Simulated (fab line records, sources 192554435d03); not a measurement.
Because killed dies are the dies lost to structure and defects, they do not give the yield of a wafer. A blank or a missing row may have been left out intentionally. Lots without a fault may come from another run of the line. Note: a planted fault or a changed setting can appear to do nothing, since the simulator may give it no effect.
Split-lot trial | flow n5Finfet | route with 1938 steps; 7 lots, 21 wafers read

## THE SPLIT ITSELF
At N5_BEOL_M5_ILD_DEP_00 (deposits SiCOH lowk from DEMS/porogen, target thk 140.64 nm, time 25.9 s), the setting timeS was moved away from the recipe's 25.9 s on 5 of the 21 wafers read, by -6.0% to +11.7%. The other wafers ran this setting at the recipe's value.

## SPLIT TO READING: what lies between them in the file, 1 step
- N5_BEOL_M5_CURE_79: cures SiCOH lowk, time 240 s

## THE READING
M5_ILD_THK, in nm, at N5_BEOL_M5_THK_MEAS_01. On this fab line, fault-free wafers typically give 121.3 nm with a standard deviation of 1.4 nm.

wafer  | tool, chamber at the split | timeS as run, s | against the recipe | M5_ILD_THK, nm | against lot-mates on the recipe
L075.1 | pecvd-04, 1                | 25.9            | recipe             | 119.4          | -
L075.2 | pecvd-04, 0                | 25.9            | recipe             | 120.1          | -
L075.3 | pecvd-04, 2                | 25.9            | recipe             | 121.6          | -
L077.1 | pecvd-04, 1                | 25.9            | recipe             | 121.6          | -
L077.2 | pecvd-04, 0                | 28.9            | +11.6%             | 133.0          | +11.4
L077.5 | pecvd-04, 0                | 28.9            | +11.6%             | 136.6          | +15.0
L085.1 | pecvd-01, 2                | 25.9            | recipe             | 120.6          | -
L085.3 | pecvd-01, 1                | 25.9            | recipe             | 120.1          | -
L085.4 | pecvd-01, 0                | 25.9            | recipe             | 121.1          | -
L088.2 | pecvd-01, 2                | 24.35           | -6.0%              | 113.9          | -8.4
L088.3 | pecvd-01, 1                | 25.9            | recipe             | 121.2          | -
L088.6 | pecvd-01, 0                | 25.9            | recipe             | 123.4          | -
L091.2 | pecvd-01, 2                | 25.9            | recipe             | 120.8          | -
L091.3 | pecvd-01, 1                | 25.9            | recipe             | 120.5          | -
L091.6 | pecvd-01, 0                | 25.9            | recipe             | 122.2          | -
L092.1 | pecvd-04, 1                | 28.92           | +11.7%             | 136.9          | +14.3
L092.3 | pecvd-04, 0                | 28.92           | +11.7%             | 135.7          | +13.1
L092.4 | pecvd-04, 0                | 25.9            | recipe             | 122.6          | -
L097.2 | pecvd-03, 1,0              | 25.9            | recipe             | 119.2          | -
L097.5 | pecvd-03, 2                | 25.9            | recipe             | 121.0          | -
L097.6 | pecvd-03, 1,0              | 25.9            | recipe             | 119.3          | -
The file does not say which wafer passed through which chamber wherever a row lists several chambers: such a row stands for several wafers.

FIT RESULTS
A straight line over all 21 wafers: M5_ILD_THK changes by +1.25 nm for each +1% of timeS; r = +0.98; the points scatter about the line by 1.3 nm.
The same after taking each lot's own level away (the mean of its wafers on the recipe; 21 wafers): +1.18 nm for each +1%; r = +0.99; scatter 0.98 nm.
The reading moves by 14 nm for the largest change in timeS, on that fit.
The lots' own levels span 119.83 to 122.60 nm, that is 2.0 times the standard deviation above.
Consequently the slope shifts little with the lot-to-lot level, the two slopes agreeing.
Check: for one of the wafers moved furthest among these (+11.7%), held out of the fit, the line's prediction against its lot-mates is +13.5 nm. Against them it came out at +14.3 nm.

## THESE WAFERS: OTHER SPLITS
Other splits were also applied to these wafers ahead of the reading. Each is held against what the fit with the lots' levels taken away leaves over:
other split on the same wafers | wafers away from the commonest value | r with M5_ILD_THK (lot level and that fit taken away)
N5_BEOL_M4_EXPOSE_08 doseMj    | 4                                    | +0.28

## THE WHOLE CHAIN: every reading that the file lists as answering this split, in the file's order
step                   | what it does                                                             | reading                                                                                 | change (the file's fit)              | r (the file's)
N5_BEOL_M5_ILD_DEP_00  | deposits SiCOH lowk from DEMS/porogen, target thk 140.64 nm, time 25.9 s | SiCOH_lowk_of_BEOL_M5_ILD_DEP_00.thkNm (the simulator's own value, which no gauge read) | +1.36 nm for each +1% of the setting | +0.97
N5_BEOL_M5_CURE_79     | cures SiCOH lowk, time 240 s                                             | SiCOH_lowk_of_BEOL_M5_ILD_DEP_00.thkNm (the simulator's own value, which no gauge read) | +1.18 nm for each +1% of the setting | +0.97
N5_BEOL_M5_THK_MEAS_01 |                                                                          | M5_ILD_THK                                                                              | +1.19 for each +1% of the setting    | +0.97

## FILE'S OWN FIT
M5_ILD_THK changes by +1.19 nm for each +1% of timeS, r = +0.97.
